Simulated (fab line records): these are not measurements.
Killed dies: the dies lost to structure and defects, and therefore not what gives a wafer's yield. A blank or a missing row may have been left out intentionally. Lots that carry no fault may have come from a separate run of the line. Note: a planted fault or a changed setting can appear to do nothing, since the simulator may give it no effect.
Chamber matching || flow n5_finfet || N5_BEOL_M6_STRIP_36 on rie_diel-03 has 4 sister chambers
The step strips in N2/H2. 18 wafers are shown with their chamber, then 9 later ones without.

WAFERS, EACH WITH ITS CHAMBER
{"wafer": "L075.3", "chamber": 0, "throttle_valve_pct (%)": 23.4, "showerhead_plenum_p_Torr (Torr)": 2.69, "oes_product_au (a.u.)": 0.89}
{"wafer": "L075.4", "chamber": 0, "throttle_valve_pct (%)": 23.5, "showerhead_plenum_p_Torr (Torr)": 2.69, "oes_product_au (a.u.)": 0.89}
{"wafer": "L075.5", "chamber": 1, "throttle_valve_pct (%)": 22.8, "showerhead_plenum_p_Torr (Torr)": 2.46, "oes_product_au (a.u.)": 0.84}
{"wafer": "L079.1", "chamber": 0, "throttle_valve_pct (%)": 23.5, "showerhead_plenum_p_Torr (Torr)": 2.68, "oes_product_au (a.u.)": 0.88}
{"wafer": "L079.3", "chamber": 2, "throttle_valve_pct (%)": 23.4, "showerhead_plenum_p_Torr (Torr)": 2.50, "oes_product_au (a.u.)": 0.99}
{"wafer": "L079.4", "chamber": 1, "throttle_valve_pct (%)": 22.8, "showerhead_plenum_p_Torr (Torr)": 2.46, "oes_product_au (a.u.)": 0.83}
{"wafer": "L082.1", "chamber": 0, "throttle_valve_pct (%)": 23.5, "showerhead_plenum_p_Torr (Torr)": 2.68, "oes_product_au (a.u.)": 0.85}
{"wafer": "L082.4", "chamber": 2, "throttle_valve_pct (%)": 23.4, "showerhead_plenum_p_Torr (Torr)": 2.50, "oes_product_au (a.u.)": 0.96}
{"wafer": "L082.5", "chamber": 1, "throttle_valve_pct (%)": 22.8, "showerhead_plenum_p_Torr (Torr)": 2.45, "oes_product_au (a.u.)": 0.81}
{"wafer": "L083.3", "chamber": 2, "throttle_valve_pct (%)": 23.4, "showerhead_plenum_p_Torr (Torr)": 2.50, "oes_product_au (a.u.)": 0.97}
{"wafer": "L083.5", "chamber": 3, "throttle_valve_pct (%)": 24.1, "showerhead_plenum_p_Torr (Torr)": 2.43, "oes_product_au (a.u.)": 0.73}
{"wafer": "L083.6", "chamber": 0, "throttle_valve_pct (%)": 23.4, "showerhead_plenum_p_Torr (Torr)": 2.68, "oes_product_au (a.u.)": 0.84}
{"wafer": "L085.1", "chamber": 2, "throttle_valve_pct (%)": 23.4, "showerhead_plenum_p_Torr (Torr)": 2.50, "oes_product_au (a.u.)": 0.93}
{"wafer": "L085.3", "chamber": 0, "throttle_valve_pct (%)": 23.5, "showerhead_plenum_p_Torr (Torr)": 2.68, "oes_product_au (a.u.)": 0.84}
{"wafer": "L085.5", "chamber": 0, "throttle_valve_pct (%)": 23.5, "showerhead_plenum_p_Torr (Torr)": 2.68, "oes_product_au (a.u.)": 0.84}
{"wafer": "L088.1", "chamber": 2, "throttle_valve_pct (%)": 23.4, "showerhead_plenum_p_Torr (Torr)": 2.49, "oes_product_au (a.u.)": 0.89}
{"wafer": "L088.2", "chamber": 0, "throttle_valve_pct (%)": 23.5, "showerhead_plenum_p_Torr (Torr)": 2.67, "oes_product_au (a.u.)": 0.82}
{"wafer": "L088.5", "chamber": 3, "throttle_valve_pct (%)": 24.1, "showerhead_plenum_p_Torr (Torr)": 2.42, "oes_product_au (a.u.)": 0.71}

SIGNATURES (means of the wafers above)
{"reading": "throttle_valve_pct", "chamber 0": 23.475, "chamber 1": 22.800, "chamber 2": 23.400, "chamber 3": 24.100, "scatter within a chamber": 0.0327}
{"reading": "showerhead_plenum_p_Torr", "chamber 0": 2.6812, "chamber 1": 2.4567, "chamber 2": 2.4980, "chamber 3": 2.4250, "scatter within a chamber": 0.00588}
{"reading": "oes_product_au", "chamber 0": 0.8562, "chamber 1": 0.8267, "chamber 2": 0.9480, "chamber 3": 0.7200, "scatter within a chamber": 0.029}
Rule: a wafer lies at a distance from a chamber equal to the root of the sum of squares, over the readings, of (its reading less the chamber's mean, divided by the reading's scatter). The wafer belongs to the nearest chamber; if the next one is less than 2 further off, it can't be placed. The scatter: take each reading less its chamber's mean, square it, sum over the shown wafers, divide by the number of wafers less the number of chambers, and take the root.

WAFERS WITHOUT THEIR CHAMBER
{"wafer": "L092.1", "throttle_valve_pct (%)": 24.1, "showerhead_plenum_p_Torr (Torr)": 2.42, "oes_product_au (a.u.)": 0.71}
{"wafer": "L092.4", "throttle_valve_pct (%)": 23.5, "showerhead_plenum_p_Torr (Torr)": 2.49, "oes_product_au (a.u.)": 0.90}
{"wafer": "L092.6", "throttle_valve_pct (%)": 22.9, "showerhead_plenum_p_Torr (Torr)": 2.44, "oes_product_au (a.u.)": 0.81}
{"wafer": "L094.3", "throttle_valve_pct (%)": 23.5, "showerhead_plenum_p_Torr (Torr)": 2.67, "oes_product_au (a.u.)": 0.81}
{"wafer": "L094.4", "throttle_valve_pct (%)": 23.4, "showerhead_plenum_p_Torr (Torr)": 2.49, "oes_product_au (a.u.)": 0.88}
{"wafer": "L094.6", "throttle_valve_pct (%)": 24.1, "showerhead_plenum_p_Torr (Torr)": 2.42, "oes_product_au (a.u.)": 0.72}
{"wafer": "L095.1", "throttle_valve_pct (%)": 23.5, "showerhead_plenum_p_Torr (Torr)": 2.49, "oes_product_au (a.u.)": 0.88}
{"wafer": "L095.5", "throttle_valve_pct (%)": 23.5, "showerhead_plenum_p_Torr (Torr)": 2.67, "oes_product_au (a.u.)": 0.81}
{"wafer": "L095.6", "throttle_valve_pct (%)": 24.1, "showerhead_plenum_p_Torr (Torr)": 2.42, "oes_product_au (a.u.)": 0.71}

WHICH CHAMBER EACH WENT THROUGH
{"wafer": "L092.1", "from the rows above": 3, "in truth": 3}
{"wafer": "L092.4", "from the rows above": 2, "in truth": 2}
{"wafer": "L092.6", "from the rows above": 1, "in truth": 1}
{"wafer": "L094.3", "from the rows above": 0, "in truth": 0}
{"wafer": "L094.4", "from the rows above": 2, "in truth": 2}
{"wafer": "L094.6", "from the rows above": 3, "in truth": 3}
{"wafer": "L095.1", "from the rows above": 2, "in truth": 2}
{"wafer": "L095.5", "from the rows above": 0, "in truth": 0}
{"wafer": "L095.6", "from the rows above": 3, "in truth": 3}
9 of 9 placed correctly. Left unplaced by these rows: 0. Number placed wrongly: 0.
